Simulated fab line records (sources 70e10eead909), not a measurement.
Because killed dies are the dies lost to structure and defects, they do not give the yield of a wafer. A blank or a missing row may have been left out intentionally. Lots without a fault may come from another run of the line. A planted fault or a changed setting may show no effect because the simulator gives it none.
Struck lot and sound lot, side by side | flow nand_harc | 15 out of 1159 route steps
Sound: wafers L621.1, L621.3, L621.6. Struck: wafer L634.6; the same lot's L634.5 was not struck, so it is left out; see the end for the cause.
For every step that has rows: the tool of each side, followed by ch and its chambers, followed by its first start. Under that, the readings that differ: sound wafers | struck wafers | difference of the means | sigmas: that difference in standard deviations of wafers without a fault.
alike: readings whose means differ by less than 2 such deviations, and words and numbers that are the same on both sides. not compared: withheld readings, readings that some wafer has no value for, bounds like >300 that may hide the same value, and numbers for which the record gives no deviation and whose values overlap.
A row with sigmas, a row that says differs or no value, or rows on one side alone: a step with any of these is where the two part. Numbers that don't overlap but have no deviation are shown without sigmas and don't part them. A reading that every wafer of one side lacks parts them only if that side has two wafers or more.

first, 8 steps without rows for these wafers: NHARC_A_BONDPAD_HMDS_02 (time 30 s); NHARC_A_BONDPAD_COAT_33 (time 65 s); NHARC_A_BONDPAD_COAT_03 (resist thk 600 nm); NHARC_A_BONDPAD_SOFTBAKE_04 (time 70 s); NHARC_A_BONDPAD_EBR_05; NHARC_A_BONDPAD_EXPOSE_06 (exposes mask A BPAD); NHARC_A_BONDPAD_PEB_07 (peb time 80 s); NHARC_A_BONDPAD_DEVELOP_08 (time 50 s).
NHARC_A_BONDPAD_CD_MEAS_09: target cd 500 nm.
  sound on cd_sem-03 ch 0, day 18 14:53; struck on cd_sem-03 ch 0, day 22 11:28
  alike: cd_nm
NHARC_A_BONDPAD_OVL_MEAS_35:
  sound: overlay-01 at day 18 14:58; struck: overlay-02 at day 22 11:33
  alike: overlay_x_nm, overlay_y_nm
then, 1 step without rows for these wafers: NHARC_A_BONDPAD_HARDBAKE_10 (time 65 s).
NHARC_A_BONDPAD_DESCUM_11: chemistry O2, time 3 s.
  sound on rie_diel-03 ch 0,3, day 18 15:05; struck on rie_diel-06 ch 3, day 22 11:42
  reading      | sound          | struck | difference | sigmas
  rf_vpp_V (V) | 57.7 57.2 57.0 | 59.2   | +1.9       | +2
  alike: drypump_motor_current_A, oes_product_au, showerhead_plenum_p_Torr, throttle_valve_pct
  not compared: rf_hours_counter_h
NHARC_A_BONDPAD_ETCH_34: etches the open film in N2/H2, target depth 60 nm, overetch 18 nm, time 65.91 s.
  sound on rie_diel-03 ch 1,2,3, day 18 15:11; struck on rie_diel-06 ch 1, day 22 11:47
  reading               | sound             | struck | difference | sigmas
  oes_product_au (a.u.) | 1.004 0.985 1.004 | 0.852  | -0.146     | -11
  alike: drypump_motor_current_A, n2_flow_sccm, rf_vpp_V, showerhead_plenum_p_Torr, throttle_valve_pct
  not compared: rf_hours_counter_h
NHARC_A_BONDPAD_ETCH_12: etches the open film in CHF3/O2, target depth 220 nm, time 110 s.
  sound: rie_diel-03 ch 0,1,2; struck: rie_diel-06 ch 3
  reading               | sound             | struck | difference | sigmas
  oes_product_au (a.u.) | 0.989 0.956 0.967 | 0.916  | -0.055     | -2
  alike: drypump_motor_current_A, rf_vpp_V, showerhead_plenum_p_Torr, throttle_valve_pct
  not compared: rf_hours_counter_h
NHARC_END_SORT_01:
  sound on prober-01 ch 0, day 20 08:37; struck on prober-01 ch 0, day 24 05:52
  reading                | sound       | struck | difference | sigmas
  killed_at_array        | 16 22 20    | 38     | +19        | +2
  killed_open            | 5 5 1       | 8      | +4         | +2
  sort_bin_2_pct (%)     | 0.9 0.7 0.7 | 2.8    | +2.0       | +4
  sort_rim_yield_pct (%) | 98 97 95    | 89     | -8         | -2
  alike: defect_limited_yield, killed_at_other, killed_at_periphery, killed_dies, killed_short, sort_bin_3_pct, sort_bin_4_pct, sort_n_pass, sort_yield_pct

== WHERE THEY PART ==
At NHARC_A_BONDPAD_DESCUM_11 first; at NHARC_END_SORT_01 last (within this record only).

WHY: whatever the simulator had introduced
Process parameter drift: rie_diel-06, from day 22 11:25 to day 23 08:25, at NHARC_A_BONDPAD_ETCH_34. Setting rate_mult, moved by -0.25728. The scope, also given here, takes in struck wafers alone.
